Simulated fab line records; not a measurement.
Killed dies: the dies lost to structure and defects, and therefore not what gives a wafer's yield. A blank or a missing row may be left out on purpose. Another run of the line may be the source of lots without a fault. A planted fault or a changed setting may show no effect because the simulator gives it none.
fab line records | flow nand-harc
record lots=11 wafers=33 last-day=35
route steps=1302 shown P_ZERO_WELL@31 P_STI@85 P_GATE@119
lots untouched by any fault: they come from a run of this same line in which no faults occurred
start-h: the number of hours between the record's first day and the start of the first shown wafer of the lot | wait-h: hours from the lot's prior step to this one | " the same as in the row above | L1.1+2: a single row standing in for several wafers | - no value present, or no start provided | * or withheld: withheld | < > ~ a bound
route shown NAME@n: NAME is a module with steps in the file, n the number in the route of the first one | usual: average and standard deviation across the fault-free wafers | same: alike in all rows | chamber/n: place in a boat | sites: the reading at each site | _std_site: the values' standard deviation | _edge_site: mean of outer sites minus mean of inner sites | radius-mm: how far each site lies from the wafer's centre | mask NAME#n: copy n | behind: the tool/chamber that last shaped the wafer | hold: cause of the lot's hold/its duration in hours/its outcome | device: which transistor (n, p or np) failed to switch | end of line: at the end of the route, the tests of the same wafers | where a step has no rows: the recipe by itself | killed: dies lost to structure and defects at the first sort, not the wafer's yield | map: per-die view of a wafer (x killed, . not killed, _ where there is no die)
set.NAME: setting as actually run; set.NAME@STEP: the setting as run at that earlier step | model.NAME: the simulator's own value behind a step, which no gauge read
route steps across a sampled set of lots; one table per step, one row per wafer
services: when a tool's chamber went out of use (start-h, in hours from the record's first day, below 0 if earlier), for how many hours, and the reason
## steps
# step NHARC_P_ZERO_WELL_DESCUM_26
# recipe time-s=3 o2-flow-sccm=200 ar-flow-sccm=0 bias-power-w=0 chemistry=O2
# usual drypump-motor-current-A=5.7/0.54 oes-product-au=1.002/0.007 rf-vpp-V=57.7/0.89 showerhead-plenum-p-Torr=1.90/0.076 throttle-valve-pct=11.311/0.0088
# columns lot.wafer tool chamber start-h wait-h drypump-motor-current-A oes-product-au rf-hours-counter-h rf-vpp-V showerhead-plenum-p-Torr throttle-valve-pct
L973.2 rie-diel-04 2 22.76 - 5.8 1.006 2 59.0 1.91 11.294
L973.3 " 0 " " 4.6 1.012 2 57.1 1.79 11.313
L973.6 " 3 " " 6.2 0.993 - 58.0 2.00 11.300
L974.4 rie-diel-10 0 32.88 - 6.3 1.011 48 58.5 1.95 11.303
L974.1 " 1 " " 5.2 0.994 41 58.5 1.88 11.313
L974.5 " 0 " " 6.3 1.002 - 59.5 1.95 11.307
L985.3 rie-diel-07 0 142.77 - 6.5 1.004 2 57.2 2.06 11.334
L985.4 " 2 " " 5.9 1.000 - 57.2 1.92 11.293
L985.5 " 0 " " 6.5 1.005 - 58.9 2.06 11.325
L986.2 rie-diel-04 0 152.65 - 4.6 1.004 54 57.4 1.77 11.313
L986.4 " 2 " " 5.8 1.004 43 56.3 1.89 11.313
L986.5 " 0 " " 4.6 1.011 - 57.5 1.77 11.299
L987.1 rie-diel-04 3 162.69 - 6.2 1.009 60 57.5 1.98 11.320
L987.4 " 1 " " 4.9 1.010 53 58.6 1.81 11.329
L987.5 " 2 " " 5.8 1.005 - 57.8 1.89 11.316
L988.3 rie-diel-07 1 172.87 - 5.7 1.018 10 57.1 1.90 11.309
L988.1 " 2 " " 5.9 1.002 11 57.8 1.92 11.303
L988.2 " 3 " " 6.1 1.014 12 57.2 1.87 11.307
L989.1 rie-diel-10 1 182.97 - 5.2 1.007 35 57.2 1.87 11.309
L989.5 " 3 " " 5.6 1.003 - 58.5 1.85 11.311
L989.6 " 0 " " 6.2 0.996 - 57.4 1.94 11.305
L990.4 rie-diel-04 1 192.76 - 4.9 1.002 1 57.5 1.81 11.302
L990.3 " 3 " " 6.2 1.007 1 57.3 1.98 11.322
L990.6 " 2 " " 5.8 0.989 - 57.2 1.89 11.310
L991.3 rie-diel-10 2 202.76 - 5.9 1.001 40 57.6 1.82 11.307
L991.1 " 3 " " 5.5 1.003 38 57.9 1.85 11.329
L991.6 " 1 " " 5.1 1.005 - 56.8 1.87 11.312
L993.4 rie-diel-07 0 222.84 - 6.5 0.997 31 57.6 2.05 11.303
L993.5 " 3 " " 6.1 0.993 - 57.8 1.86 11.297
L993.6 " 0 " " 6.5 1.002 - 55.7 2.05 11.307
L996.2 rie-diel-10 1 252.66 - 5.2 0.995 0 57.2 1.86 11.301
L996.3 " 0 " " 6.3 1.010 0 58.3 1.93 11.317
L996.5 " 2 " " 5.9 0.999 - 57.2 1.81 11.327
# step NHARC_P_STI_INSPECT_11
# usual raw-defect-count=5.2/2.5
# columns lot.wafer tool chamber start-h wait-h raw-defect-count
L973.2 defect-inspect-01 - 44.20 0.0 1
L973.3 " - " " 4
L973.6 " - " " 8
L974.1 defect-inspect-01 - 53.41 0.0 5
L974.4 " - " " 2
L974.5 " - " " 5
L985.3 defect-inspect-01 - 162.93 0.0 7
L985.4 " - " " 11
L985.5 " - " " 7
L986.2 defect-inspect-02 - 174.21 0.0 3
L986.4 " - " " 5
L986.5 " - " " 12
L987.1 defect-inspect-02 - 182.30 0.0 7
L987.4 " - " " 4
L987.5 " - " " 4
L988.1 defect-inspect-01 - 193.78 0.0 6
L988.2 " - " " 2
L988.3 " - " " 5
L989.1 defect-inspect-02 - 206.43 0.0 7
L989.5 " - " " 9
L989.6 " - " " 10
L990.3 defect-inspect-02 - 213.30 0.0 4
L990.4 " - " " 2
L990.6 " - " " 7
L991.1 defect-inspect-02 - 223.55 0.0 10
L991.3 " - " " 6
L991.6 " - " " 10
L993.4 defect-inspect-01 - 246.36 0.0 9
L993.5 " - " " 5
L993.6 " - " " 2
L996.2 defect-inspect-01 - 276.65 0.0 3
L996.3 " - " " 0
L996.5 " - " " 4
# step NHARC_P_GATE_EXPOSE_08
# recipe na=0.6 dose-mj=16.75 mask-id=P_HV
# usual exposure-dose-mJ-cm2=16.754/0.014
# columns lot.wafer tool chamber start-h wait-h mask exposure-dose-mJ-cm2
L973.2 krf-scanner-03 0 84.40 - P_HV#0 16.735
L973.3 " 0 " " P_HV#0 16.731
L973.6 " 0 " " P_HV#0 16.719
L974.1 krf-scanner-02 0 88.65 - P_HV#0 16.767
L974.4 " 0 " " P_HV#0 16.770
L974.5 " 0 " " P_HV#0 16.755
L985.3 krf-scanner-01 0 197.11 - P_HV#0 22.685
L985.4 " 0 " " P_HV#0 22.688
L985.5 " 0 " " P_HV#0 22.700
L986.2 krf-scanner-01 0 212.94 - P_HV#0 22.699
L986.4 " 0 " " P_HV#0 22.698
L986.5 " 0 " " P_HV#0 22.681
L987.1 krf-scanner-03 0 228.32 - P_HV#0 16.753
L987.4 " 0 " " P_HV#0 16.755
L987.5 " 0 " " P_HV#0 16.760
L988.1 krf-scanner-02 0 228.48 - P_HV#0 16.748
L988.2 " 0 " " P_HV#0 16.755
L988.3 " 0 " " P_HV#0 16.766
L989.1 krf-scanner-02 0 245.90 - P_HV#0 16.745
L989.5 " 0 " " P_HV#0 16.746
L989.6 " 0 " " P_HV#0 16.714
L990.3 krf-scanner-03 0 251.43 - P_HV#0 16.747
L990.4 " 0 " " P_HV#0 16.773
L990.6 " 0 " " P_HV#0 16.775
L991.1 krf-scanner-03 0 258.46 - P_HV#0 16.747
L991.3 " 0 " " P_HV#0 16.760
L991.6 " 0 " " P_HV#0 16.753
L993.4 krf-scanner-03 0 281.28 - P_HV#0 16.740
L993.5 " 0 " " P_HV#0 16.759
L993.6 " 0 " " P_HV#0 16.734
L996.2 krf-scanner-03 0 320.06 - P_HV#0 16.738
L996.3 " 0 " " P_HV#0 16.743
L996.5 " 0 " " P_HV#0 16.746
# step NHARC_P_GATE_CD_MEAS_11
# recipe target-cd-nm=1640 landing-energy-ev=500
# usual cd-nm=1639.6/1.1
# columns lot.wafer tool chamber start-h wait-h cd-nm
L973.2 cd-sem-03 0 84.55 - 1641.2
L973.3 " 0 " " 1639.4
L973.6 " 0 " " 1640.9
L974.1 cd-sem-01 0 88.81 - 1641.5
L974.4 " 0 " " 1639.0
L974.5 " 0 " " 1640.0
L985.3 cd-sem-01 0 197.27 - 1644.1
L985.4 " 0 " " 1644.2
L985.5 " 0 " " 1646.0
L986.2 cd-sem-03 0 213.09 - 1643.8
L986.4 " 0 " " 1646.2
L986.5 " 0 " " 1644.6
L987.1 cd-sem-02 0 228.48 - 1638.8
L987.4 " 0 " " 1638.3
L987.5 " 0 " " 1639.4
L988.1 cd-sem-01 0 228.64 - 1639.4
L988.2 " 0 " " 1638.5
L988.3 " 0 " " 1638.2
L989.1 cd-sem-01 0 246.05 - 1639.3
L989.5 " 0 " " 1637.1
L989.6 " 0 " " 1638.0
L990.3 cd-sem-03 0 251.59 - 1640.0
L990.4 " 0 " " 1639.1
L990.6 " 0 " " 1640.0
L991.1 cd-sem-03 0 258.62 - 1639.8
L991.3 " 0 " " 1641.7
L991.6 " 0 " " 1638.6
L993.4 cd-sem-03 0 281.43 - 1638.1
L993.5 " 0 " " 1638.6
L993.6 " 0 " " 1637.6
L996.2 cd-sem-03 0 320.22 - 1639.8
L996.3 " 0 " " 1639.2
L996.5 " 0 " " 1640.7
# step NHARC_P_GATE_DESCUM_61
# recipe time-s=3 o2-flow-sccm=200 ar-flow-sccm=0 bias-power-w=0 chemistry=O2
# usual drypump-motor-current-A=5.6/0.33 oes-product-au=1.001/0.007 rf-vpp-V=57.8/0.95 showerhead-plenum-p-Torr=1.91/0.09 throttle-valve-pct=11.311/0.0095
# columns lot.wafer tool chamber start-h wait-h drypump-motor-current-A oes-product-au rf-hours-counter-h rf-vpp-V showerhead-plenum-p-Torr throttle-valve-pct
L973.3 rie-diel-05 2 112.50 - 6.0 1.013 3.9 57.9 1.80 11.321
L973.2 " 3 " " 5.0 1.001 3.9 57.8 1.78 11.330
L973.6 " 2 " " 6.0 1.009 - 57.4 1.80 11.283
L974.4 rie-diel-02 3 118.74 - 6.2 1.004 4.1 58.4 2.02 11.308
L974.1 " 2 " " 5.3 0.999 3.5 58.6 1.84 11.328
L974.5 " 0 " " 5.6 1.007 - 57.9 1.96 11.308
L985.3 rie-diel-13 1 225.72 - 5.4 1.002 1.6 57.1 1.80 11.313
L985.5 " 1 " " 5.4 0.994 - 56.8 1.80 11.314
L985.4 " 0 " " 5.1 0.998 - 57.7 1.82 11.295
L986.2 rie-diel-05 3 244.20 - 5.0 1.003 0.9 57.5 1.78 11.315
L986.4 " 0 " " 5.4 1.001 0.9 58.7 2.05 11.327
L986.5 " 2 " " 6.0 0.998 - 57.2 1.80 11.339
L988.1 rie-diel-13 2 258.26 - 5.8 1.000 3.7 57.4 1.94 11.291
L988.3 " 0 " " 5.2 0.999 4.2 56.1 1.82 11.298
L988.2 " 1 " " 5.4 0.993 3.8 57.2 1.80 11.308
L987.1 rie-diel-02 1 258.79 - 5.4 0.997 2.1 58.4 1.93 11.299
L987.4 " 2 " " 5.2 1.001 1.8 58.3 1.84 11.319
L987.5 " 0 " " 5.6 0.990 - 57.4 1.96 11.308
L989.1 rie-diel-02 1 274.98 - 5.4 0.990 2.8 57.4 1.93 11.297
L989.5 " 3 " " 6.2 1.008 - 57.5 2.01 11.326
L989.6 " 0 " " 5.6 0.990 - 57.9 1.96 11.314
L990.4 rie-diel-05 0 279.70 - 5.5 1.006 4.6 58.2 2.05 11.321
L990.3 " 2 " " 6.0 1.001 3.3 57.6 1.80 11.318
L990.6 " 0 " " 5.5 0.999 - 57.3 2.05 11.296
L991.3 rie-diel-13 3 286.60 - 5.8 0.991 4.8 58.5 1.91 11.310
L991.1 " 0 " " 5.1 1.001 5.3 57.2 1.82 11.315
L991.6 " 0 " " 5.2 0.996 - 57.3 1.82 11.307
L993.4 rie-diel-13 0 309.88 - 5.1 0.998 7.2 57.2 1.82 11.329
L993.6 " 3 " " 5.7 1.002 - 56.7 1.91 11.317
L993.5 " 0 " " 5.1 1.004 - 57.3 1.82 11.313
L996.2 rie-diel-05 3 349.76 - 5.1 1.004 7.7 57.1 1.78 11.306
L996.3 " 1 " " 5.9 1.016 7.0 59.2 1.97 11.300
L996.5 " 3 " " 5.1 1.003 - 57.0 1.78 11.317
## services
# columns tool chamber start-h hours kind
krf-scanner-03 - -1.14 0.9 repair
rie-diel-04 - 1.38 9.0 pm
rie-diel-04 - 21.83 0.9 repair
krf-scanner-03 - 33.32 1.0 repair
krf-scanner-03 - 52.00 4.0 pm
rie-diel-05 - 52.60 9.0 pm
rie-diel-10 - 65.56 9.0 pm
krf-scanner-03 - 71.87 0.9 repair
rie-diel-10 - 79.02 0.8 repair
rie-diel-05 - 80.36 0.7 repair
rie-diel-05 - 89.42 1.3 repair
rie-diel-13 1 99.09 21.6 repair
rie-diel-10 3 105.62 4.3 repair
rie-diel-04 2 107.88 25.7 repair
rie-diel-04 0 117.31 4.8 repair
rie-diel-10 2 117.65 6.5 repair
rie-diel-05 1 144.13 7.7 repair
rie-diel-05 3 152.22 15.7 repair
rie-diel-13 2 157.17 13.9 repair
rie-diel-05 1 159.61 2.6 repair
rie-diel-13 - 165.00 9.0 pm
rie-diel-04 1 172.07 3.7 repair
rie-diel-05 0 172.99 4.4 repair
krf-scanner-03 - 224.00 4.0 pm
## key
first-sign step=NHARC_P_GATE_EXPOSE_08 reading=exposure-dose-mJ-cm2 direction=up sigmas=99+ usual=16.754 struck=22.692
effect step=NHARC_P_GATE_CD_MEAS_11 reading=cd-nm direction=up sigmas=4.7 usual=1639.6 struck=1644.8
met-at NHARC_P_GATE_EXPOSE_08
struck-lots L985,L986
tester-left-out L985,L986
not-acting-at NHARC_P_ZERO_WELL_DESCUM_26,NHARC_P_STI_INSPECT_11,NHARC_P_GATE_DESCUM_61
fault kind=process-parameter-drift tool=krf-scanner-01 chamber=- onset-h=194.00 steps=NHARC_P_GATE_EXPOSE_08 channel=dose-mj offset=5.9175 shape=step acts-in=these-recipes-only stated=16.75
# tester-left-out: of these lots the tester's yield and bins aren't shown, on N5 and GAA mostly nor the transistor test; their killed dies are dies lost to structure and defects alone, not to doping, threshold or leakage, so they don't give the yield
